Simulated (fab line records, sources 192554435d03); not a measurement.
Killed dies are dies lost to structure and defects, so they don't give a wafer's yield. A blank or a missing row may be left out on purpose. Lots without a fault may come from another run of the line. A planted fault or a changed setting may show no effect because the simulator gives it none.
Problem report in the 8D (eight disciplines) form, filled by code | flow n5_finfet | the parts of the form that need people (team, actions taken, sign-off) are left out

1. THE PROBLEM
run_length_s at N5_BEOL_M3_VIA_ETCH_34 reads a mean of 94.7 s on 2 wafers of 2 lots; wafers without a fault read 89.3 s with a standard deviation of 0.41. That is +13 standard deviations from the usual mean.
The step: etches the open film in C4F6/O2, target depth 69.4 nm, time 65.9 s.
First seen on wafer L429.3, day 11 10:26, on rie_diel-02. The record holds 17 wafers of 6 lots with a number at this step. Rule for "out", or "out of limits": more than 4 standard deviations from the usual mean. The other wafers with a number count as sound.

2. WHAT IT IS AND WHAT IT IS NOT
question                    | is                | is not
which readings at this step | run_length_s      | bias_w, drypump_motor_current_A, oes_product_au, rf_vpp_V, showerhead_plenum_p_Torr, throttle_valve_pct
which lots                  | L429, L430        | L415, L422, L433, L434
which wafers of those lots  | L429.3, L430.3    | L429.1, L430.1, L430.4
read on which tools         | rie_diel-02       | rie_diel-04
when                        | from day 11 10:26 | up to then (7 sound wafers); but 8 sound wafers of L430, L433, L434 came after

3. SUSPECTS, AND WHAT RULES EACH OUT
Counting: a tool at a process step up to the reading stays a suspect if it ran every lot that is out. Sound lots after the first of them don't rule it out here, since some wafers of a struck lot are sound.
- rie_diel-06 at N5_BEOL_M3_DESCUM_33 (chemistry O2, time 7 s): kept. It ran every lot that is out, first L429 (day 11 08:44).
- rie_diel-06 at N5_BEOL_M3_ETCH_77 (etches underlayer in N2/H2, target depth 6.5 nm, time 5.2 s): kept. It ran every lot that is out, first L429 (day 11 08:46).
- rie_diel-06 at N5_BEOL_M3_ETCH_69 (etches SiARC in CF4, target depth 15.6 nm, time 26 s): kept. It ran every lot that is out, first L429 (day 11 08:47).
- rie_diel-02 at N5_BEOL_M3_ETCHBACK_99 (etches SiO2 in CHF3, target depth 5 nm, time 10.4 s): kept. It ran every lot that is out, first L429 (day 11 10:13); its last sound lot up to then is L422 (day 10 01:26).
- rie_diel-02 at N5_BEOL_M3_VIA_ETCH_34 (etches the open film in C4F6/O2, target depth 69.4 nm, time 65.9 s): kept. It ran every lot that is out, first L429 (day 11 10:26); its last sound lot up to then is L422 (day 10 01:34). Its own readings are out on those wafers: run_length_s.
- Within rie_diel-06 at N5_BEOL_M3_DESCUM_33: the wafers that are out ran in chamber 0; their sound lot-mates ran in chambers 2, 3.
- Within rie_diel-06 at N5_BEOL_M3_ETCH_77: the wafers that are out ran in chamber 0; their sound lot-mates ran in chambers 2, 3.
- Within rie_diel-06 at N5_BEOL_M3_ETCH_69: the wafers that are out ran in chamber 0; their sound lot-mates ran in chambers 2, 3.
- Within rie_diel-02 at N5_BEOL_M3_ETCHBACK_99: the wafers that are out ran in chamber 1; their sound lot-mates ran in chambers 0, 2, 3.
- Within rie_diel-02 at N5_BEOL_M3_VIA_ETCH_34: the wafers that are out ran in chamber 1; their sound lot-mates ran in chambers 0, 2, 3.
Left after counting: rie_diel-06 at N5_BEOL_M3_DESCUM_33, rie_diel-06 at N5_BEOL_M3_ETCH_77, rie_diel-06 at N5_BEOL_M3_ETCH_69, rie_diel-02 at N5_BEOL_M3_ETCHBACK_99, rie_diel-02 at N5_BEOL_M3_VIA_ETCH_34.

4. THE CAUSE (what the simulator had put in)
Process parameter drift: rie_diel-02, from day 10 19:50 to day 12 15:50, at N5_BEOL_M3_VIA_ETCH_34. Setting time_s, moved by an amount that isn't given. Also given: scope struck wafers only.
Counting left 5 suspects, and this tool is among them.

5. THE CHAIN OF EFFECTS, in route order
Each row: a reading whose mean over the struck wafers that have a number lies more than 3 standard deviations from the usual. Only readings for which the record gives a usual standard deviation are gone through. hours: the time from each lot's start at the first step in this table that gives one to its start at this step, as a median over the lots. sigmas: the change in usual standard deviations.
hours | step                   | reading      | usual  | on struck wafers | change | sigmas
0     | N5_BEOL_M3_VIA_ETCH_34 | run_length_s | 89.3 s | 94.7             | +5.4   | +13
The process steps in it:
- N5_BEOL_M3_VIA_ETCH_34: etches the open film in C4F6/O2, target depth 69.4 nm, time 65.9 s.
Later measuring or inspecting steps at which every struck wafer that the step has a row for has a number for every such reading, and none has moved that far: N5_BEOL_M4_RC_MEAS_101.

6. WHAT WOULD HAVE CAUGHT IT SOONER
In this record the first reading out of limits was taken at day 11 10:26, 15 hours after the fault began at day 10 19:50.
